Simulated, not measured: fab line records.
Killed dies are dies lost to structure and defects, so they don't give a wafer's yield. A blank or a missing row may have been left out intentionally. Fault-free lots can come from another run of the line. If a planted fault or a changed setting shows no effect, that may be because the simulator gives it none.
3 desks, one fault    flow nand_harc    numbers are kept per desk, each desk with only its own; the story behind them comes last

## TOOL OWNER'S DESK, litho_track-06
The tool's own readings at NHARC_A_M1_PEB_07 (peb time 65 s): means of the sampled wafers that have a number, for each lot that ran on this tool. The brackets show how far a lot's mean lies from the usual mean; more than 4 standard deviations puts the lot out of limits, marked OUT.
Columns: A = heater_power_total_W at NHARC_A_M1_PEB_07, usual 156.6 W; B = plate_temp_C at NHARC_A_M1_PEB_07, usual 100.00 C
lot   first seen here  A                B
L240  day 23 18:13     156.4            100.10
L242  day 25 04:47     156.6            100.10
L244  day 25 10:06     156.3            100.13
L250  day 29 05:40     164.6 (+19) OUT  103.42 (+26) OUT
L253  day 29 07:22     163.8 (+17) OUT  103.51 (+27) OUT
L260  day 33 01:20     156.0            99.95
This desk's verdict: out of limits on L250, L253, starting with L250 at day 29 05:40 (heater_power_total_W at NHARC_A_M1_PEB_07). In limits: L240, L242, L244, L260.

## THE DEFECT DESK
Per lot, the means of the sampled wafers with a number show what the inspections along the route counted. The brackets show how far a lot's mean lies from the usual mean; more than 4 standard deviations puts the lot out of limits, marked OUT.
Columns: A = raw_defect_count at NHARC_A_M0_INSPECT_11, usual 82
lot   first seen here  A
L240  day 23 14:23     18
L242  day 25 01:00     20
L244  day 25 06:23     157
L241  day 25 09:05     100
L248  day 26 15:33     20
L250  day 29 01:45     140
L253  day 29 02:56     109
L254  day 29 23:26     113
L255  day 30 15:17     110
L258  day 31 05:59     74
L259  day 32 01:52     124
L260  day 32 21:24     75
Finding of this desk: none of the 12 lots has anything out of limits.

## FROM THE METROLOGY DESK
Means of the sampled wafers that have a number, per lot and without regard to the tool the lot ran on: this is what the gauges read. The brackets show how far a lot's mean lies from the usual mean; more than 4 standard deviations puts the lot out of limits, marked OUT.
Columns: A = overlay_x_nm at NHARC_A_M0_OVL_MEAS_10, usual -0.1 nm; B = overlay_y_nm at NHARC_A_M0_OVL_MEAS_10, usual -0.1 nm; C = cd_nm at NHARC_A_M1_CD_MEAS_09, usual 120.0 nm
lot   first seen here  A     B     C
L240  day 23 14:21     1.1   0.7   119.7
L242  day 25 00:58     -0.5  0.3   120.3
L244  day 25 06:20     1.0   -0.1  119.1
L241  day 25 09:04     -0.2  -0.3  120.1
L248  day 26 15:31     -0.8  -1.1  120.4
L250  day 29 01:43     -0.8  -0.6  131.5 (+23) OUT
L253  day 29 02:53     1.0   -0.7  129.1 (+18) OUT
L254  day 29 23:23     -0.4  0.8   120.8
L255  day 30 15:15     -1.5  0.1   120.6
L258  day 31 05:56     -0.1  -0.4  120.0
L259  day 32 01:49     -0.6  -0.1  119.6
L260  day 32 21:22     -1.1  -0.0  119.8
This desk's verdict: out of limits on L250, L253, starting with L250 at day 29 05:44 (cd_nm at NHARC_A_M1_CD_MEAS_09). In limits: L240, L242, L244, L241, L248, L254, L255, L258, L259, L260.

## ALL TOGETHER
An alarm could have come from the tool owner's desk at day 29 05:40, on L250, L253.
An alarm was possible from the metrology desk at day 29 05:44, on L250, L253.
No out-of-limits result turned up at the defect desk.
The defect desk has L250, L253 on record, within its limits.
On litho_track-06, each named lot ran NHARC_A_M1_PEB_07.

## WHAT HAD BEEN PUT IN BY THE SIMULATOR
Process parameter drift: litho_track-06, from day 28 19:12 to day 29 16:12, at NHARC_A_M1_PEB_07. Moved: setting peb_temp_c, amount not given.
Shown lots that were struck: L250, L253.
Delay (hours) between the fault's onset and each desk's first out-of-limits reading: 10 at the tool owner's desk, 11 at the metrology desk.
